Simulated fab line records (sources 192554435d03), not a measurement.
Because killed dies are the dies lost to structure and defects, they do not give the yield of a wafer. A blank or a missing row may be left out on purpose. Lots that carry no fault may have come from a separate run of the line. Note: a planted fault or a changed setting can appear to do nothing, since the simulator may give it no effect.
Matching of chambers / flow n5Finfet / N5_BEOL_M7_CURE_75 on uvCure-03: 3 sister chambers
The step cures SiCOH lowk, time 120 s. 3 wafers are shown with their chamber, then 10 later ones without.

WAFERS WITH THEIR CHAMBER
wafer=L086.5 chamber=0 wafer_temp_C_max=371.7
wafer=L088.5 chamber=2 wafer_temp_C_max=372.1
wafer=L094.2 chamber=1 wafer_temp_C_max=371.0

WAFERS WITH NO CHAMBER GIVEN
wafer=L094.3 wafer_temp_C_max=371.0
wafer=L094.4 wafer_temp_C_max=371.0
wafer=L094.5 wafer_temp_C_max=371.3
wafer=L094.6 wafer_temp_C_max=370.8
wafer=L095.2 wafer_temp_C_max=372.2
wafer=L095.3 wafer_temp_C_max=371.8
wafer=L095.5 wafer_temp_C_max=372.0
wafer=L097.1 wafer_temp_C_max=371.7
wafer=L097.3 wafer_temp_C_max=371.5
wafer=L097.5 wafer_temp_C_max=372.2

WHICH CHAMBER EACH ONE RAN IN
wafer=L094.3; from the rows above=1; in truth=1
wafer=L094.4; from the rows above=1; in truth=1
wafer=L094.5; from the rows above=can't be placed: 1 or 0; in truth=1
wafer=L094.6; from the rows above=1; in truth=1
wafer=L095.2; from the rows above=2; in truth=2
wafer=L095.3; from the rows above=can't be placed: 0 or 2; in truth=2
wafer=L095.5; from the rows above=can't be placed: 2 or 0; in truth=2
wafer=L097.1; from the rows above=0; in truth=0
wafer=L097.3; from the rows above=0; in truth=0
wafer=L097.5; from the rows above=2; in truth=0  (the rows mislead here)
6 of 10 placed correctly. From these rows, 3 cannot be placed; in 3 the true chamber is one of the candidates. 1 placed wrongly.
How it was worked out, from the rows above alone: a wafer's distance from a chamber is the root of the sum, over the readings, of the square of ((its reading less the chamber's mean) divided by the reading's scatter). If the next closest chamber is less than 2 further off than the closest, the wafer can't be placed; otherwise it belongs to the closest. Each chamber's mean is taken over the wafers shown for it. The scatter: with one shown wafer a chamber, the root of the mean of the squares of how far each hidden wafer lies from its nearest shown one.
